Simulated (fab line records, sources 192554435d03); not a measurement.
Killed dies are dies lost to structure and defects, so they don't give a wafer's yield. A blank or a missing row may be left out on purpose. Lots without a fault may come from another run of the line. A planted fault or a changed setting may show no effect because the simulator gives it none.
A struck lot beside a sound one | flow n5_finfet | 13 steps out of a route of 1938
Sound: wafers L688.3, L688.5. Struck: wafers L692.1, L692.2, L692.4. The cause comes at the end.
At each step with rows: each side's tool, then ch and its chambers, then its first start. Under that, the readings that differ: sound wafers | struck wafers | difference of the means | sigmas: that difference in standard deviations of wafers without a fault.
alike: readings whose means differ by less than 2 such deviations, and words and numbers that are the same on both sides. not compared: withheld readings, readings that some wafer has no value for, bounds like >300 that may hide the same value, and numbers for which the record gives no deviation and whose values overlap.
The two part at a step that has a row with sigmas, a row that says differs or no value, or rows on one side only. Numbers that don't overlap but have no deviation are shown without sigmas and don't part them. A reading that every wafer of one side lacks parts them only if that side has two wafers or more.

N5_GATE_CUT_CMP_23: polishes, stops on SiO2, t overpolish 23.4 s, target thk 16 nm.
  sound on cmp-03 ch 3, day 7 04:26; struck on cmp-03 ch 0,2,3, day 8 01:25
  alike: edge_zone_pressure_frac, motor_current_A, overpolish_run_s, time_to_endpoint_s
N5_GATE_CUT_THK_MEAS_24:
  sound on film_metro-02, day 7 04:41; struck on film_metro-02, day 8 01:43
  alike: GC_FILL_THK
N5_GATE_CUT_CMP_43: polishes SiO2.
  sound on cmp-02 ch 0, day 7 04:43; struck on cmp-03 ch 0,1,3, day 8 01:49
  alike: edge_zone_pressure_frac, motor_current_A
N5_GATE_CUT_CMP_61: polishes, stops on SiNx, t overpolish 3 s.
  sound on cmp-02 ch 0, day 7 05:12; struck on cmp-03 ch 0,1,3, day 8 02:15
  alike: edge_zone_pressure_frac, motor_current_A
N5_GATE_CUT_INSPECT_26: inspects for defects (darkfield).
  sound on defect_inspect-02, day 7 05:26; struck on defect_inspect-02, day 8 02:27
  alike: raw_defect_count
then, 6 steps without rows for these wafers: N5_MOL_CONTACT_COAG_COAT_103 (time 60 s, resist thk 80 nm); N5_MOL_CONTACT_COAG_COAT_104 (time 60 s, resist thk 12 nm); N5_MOL_CONTACT_COAG_COAT_58 (time 60 s, resist thk 10 nm); N5_MOL_CONTACT_COAG_COAT_02 (resist thk 30 nm); N5_MOL_CONTACT_COAG_EBR_04; N5_MOL_CONTACT_COAG_SOFTBAKE_03 (time 60 s).
N5_MOL_CONTACT_COAG_EXPOSE_05: exposes mask CA, defocus 0 nm.
  sound on euv_scanner-01 ch 0, day 7 05:47; struck on euv_scanner-01, day 8 02:45
  no value came back on the struck wafers for exposure_dose_mJ_cm2, focus_offset_nm (nm), reticle_temp_C (C); on the sound wafers exposure_dose_mJ_cm2 reads 38.13 38.11
  alike: mask
then, 1 step without rows for these wafers: N5_MOL_CONTACT_COAG_PEB_06 (peb time 60 s).

WHERE THEY PART
Only at N5_MOL_CONTACT_COAG_EXPOSE_05, within this record.

WHY: what the simulator had put in
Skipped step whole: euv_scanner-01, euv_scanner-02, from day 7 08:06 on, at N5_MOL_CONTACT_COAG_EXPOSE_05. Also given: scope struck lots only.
